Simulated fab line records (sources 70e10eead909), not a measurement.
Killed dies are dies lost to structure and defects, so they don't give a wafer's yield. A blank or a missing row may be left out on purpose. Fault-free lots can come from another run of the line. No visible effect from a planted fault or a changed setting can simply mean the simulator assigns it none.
A struck lot beside a sound one | flow nand_harc | 14 out of 1159 route steps
Sound: wafers L549.1, L549.3, L549.4. Wafers struck: L559.2, L559.3, L559.6. Last of all comes the cause.
Each step with rows lists, per side, the tool, then ch with its chambers, then its first start. Under that, the readings that differ: sound wafers | struck wafers | difference of the means | sigmas: that difference in standard deviations of wafers without a fault.
alike: words and numbers the same on both sides, and readings whose means are apart by under 2 such deviations; not compared: readings that were withheld, readings missing a value for some wafer, numbers with overlapping values and no deviation given by the record, and bounds like >300 which may hide the same value.
A row with sigmas, a row that says differs or no value, or rows on one side alone: a step with any of these is where the two part. Numbers that have no deviation but don't overlap get no sigmas and don't part them. Lack of a reading on every wafer of one side parts them only where that side has two or more wafers.

first, 7 steps without rows for these wafers: NHARC_A_BONDPAD_COAT_33 (time 65 s); NHARC_A_BONDPAD_COAT_03 (resist thk 600 nm); NHARC_A_BONDPAD_SOFTBAKE_04 (time 70 s); NHARC_A_BONDPAD_EBR_05; NHARC_A_BONDPAD_EXPOSE_06 (exposes mask A BPAD); NHARC_A_BONDPAD_PEB_07 (peb time 80 s); NHARC_A_BONDPAD_DEVELOP_08 (time 50 s).
NHARC_A_BONDPAD_CD_MEAS_09 targets a cd of 500 nm.
  sound on cd_sem-03 ch 0, day 19 06:27; struck on cd_sem-03 ch 0, day 22 00:04
  alike: cd_nm
NHARC_A_BONDPAD_OVL_MEAS_35:
  sound: overlay-02 at day 19 06:32; struck: overlay-02 at day 22 00:09
  alike: overlay_x_nm, overlay_y_nm
then, 1 step without rows for these wafers: NHARC_A_BONDPAD_HARDBAKE_10 (time 65 s).
NHARC_A_BONDPAD_DESCUM_11: chemistry O2, time 3 s.
  sound on rie_diel-05 ch 0,1,2, day 19 06:40; struck on rie_diel-05 ch 0,1,3, day 22 00:17
  alike: drypump_motor_current_A, oes_product_au, rf_vpp_V, showerhead_plenum_p_Torr, throttle_valve_pct
  not compared: rf_hours_counter_h
NHARC_A_BONDPAD_ETCH_34: etches the open film in N2/H2, target depth 60 nm, overetch 18 nm, time 65.91 s.
  sound on rie_diel-05 ch 0,1,3, day 19 06:45; struck on rie_diel-05 ch 1,3, day 22 00:22
  alike: bias_w, chamber_pressure_mTorr, drypump_motor_current_A, oes_product_au, rf_vpp_V, showerhead_plenum_p_Torr, throttle_valve_pct
  not compared: rf_hours_counter_h
NHARC_A_BONDPAD_ETCH_12: etches the open film in CHF3/O2, target depth 220 nm, time 110 s.
  sound on rie_diel-05 ch 1,2,3, day 19 06:50; struck on rie_diel-05 ch 1,3, day 22 00:27
  no value came back on the struck wafers for any of 8 readings (bias_w (W), chamber_pressure_mTorr (mTorr) and others); on the sound wafers bias_w (W) reads 200.2 201.1 200.4
NHARC_A_BONDPAD_CD_MEAS_13:
  sound: cd_sem-03 at day 19 06:59; struck: cd_sem-02 at day 22 00:36
  alike: cd_nm

WHERE THEY PART
NHARC_A_BONDPAD_ETCH_12 only, going by this record. Later steps at which nothing parts them and some readings are alike: NHARC_A_BONDPAD_CD_MEAS_13.

WHY: whatever the simulator had introduced
Entire step skipped (rie_diel-05, NHARC_A_BONDPAD_ETCH_12), from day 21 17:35 onward. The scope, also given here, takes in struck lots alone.
